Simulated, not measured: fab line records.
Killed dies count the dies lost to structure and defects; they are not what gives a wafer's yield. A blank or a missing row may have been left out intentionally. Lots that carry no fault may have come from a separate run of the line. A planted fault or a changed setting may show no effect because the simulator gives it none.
Chamber matching || flow nand harc || ald hk-01 running NHARC_A_CHANNEL_FILL_D2_ALD_25: 4 sister chambers
The step deposits SiOx, target thk 60 nm, pulse time 10 s, ald cycles 600. 4 wafers are shown with their chamber, then 11 later ones without.

## WAFERS, EACH WITH ITS CHAMBER
{"wafer": "L086.5", "chamber": 3, "heater power w (W)": 498}
{"wafer": "L085.1", "chamber": 0, "heater power w (W)": 507}
{"wafer": "L085.6", "chamber": 1, "heater power w (W)": 455}
{"wafer": "L089.3", "chamber": 2, "heater power w (W)": 516}

## WAFERS WITHOUT THEIR CHAMBER
{"wafer": "L089.5", "heater power w (W)": 472}
{"wafer": "L089.6", "heater power w (W)": 511}
{"wafer": "L091.1", "heater power w (W)": 520}
{"wafer": "L091.3", "heater power w (W)": 516}
{"wafer": "L091.6", "heater power w (W)": 508}
{"wafer": "L094.1", "heater power w (W)": 427}
{"wafer": "L094.3", "heater power w (W)": 536}
{"wafer": "L094.4", "heater power w (W)": 546}
{"wafer": "L097.4", "heater power w (W)": 431}
{"wafer": "L097.2", "heater power w (W)": 503}
{"wafer": "L097.5", "heater power w (W)": 429}

## THE CHAMBER EACH PASSED THROUGH
{"wafer": "L089.5", "from the rows above": "can't be placed: 1 or 3 or 0 or 2", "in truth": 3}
{"wafer": "L089.6", "from the rows above": "can't be placed: 0 or 2 or 3", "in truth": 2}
{"wafer": "L091.1", "from the rows above": "can't be placed: 2 or 0 or 3", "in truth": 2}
{"wafer": "L091.3", "from the rows above": "can't be placed: 2 or 0 or 3", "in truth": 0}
{"wafer": "L091.6", "from the rows above": "can't be placed: 0 or 2 or 3", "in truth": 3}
{"wafer": "L094.1", "from the rows above": 1, "in truth": 1}
{"wafer": "L094.3", "from the rows above": "can't be placed: 2 or 0 or 3", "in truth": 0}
{"wafer": "L094.4", "from the rows above": "can't be placed: 2 or 0 or 3", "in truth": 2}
{"wafer": "L097.4", "from the rows above": 1, "in truth": 1}
{"wafer": "L097.2", "from the rows above": "can't be placed: 0 or 3 or 2", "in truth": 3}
{"wafer": "L097.5", "from the rows above": 1, "in truth": 1}
Correctly placed: 3 of 11. Can't be placed from these rows: 8 (the true chamber is among the candidates in 8). Placed wrongly: 0.
How it was worked out, from the rows above alone: a wafer's distance from a chamber is the root of the sum, over the readings, of the square of ((its reading less the chamber's mean) divided by the reading's scatter). The wafer belongs to the nearest chamber; if the next one is less than 2 further off, it can't be placed. A chamber's mean is the mean of its shown wafers. The scatter: root of mean squared gap, hidden wafer to nearest shown wafer, with one shown wafer a chamber.
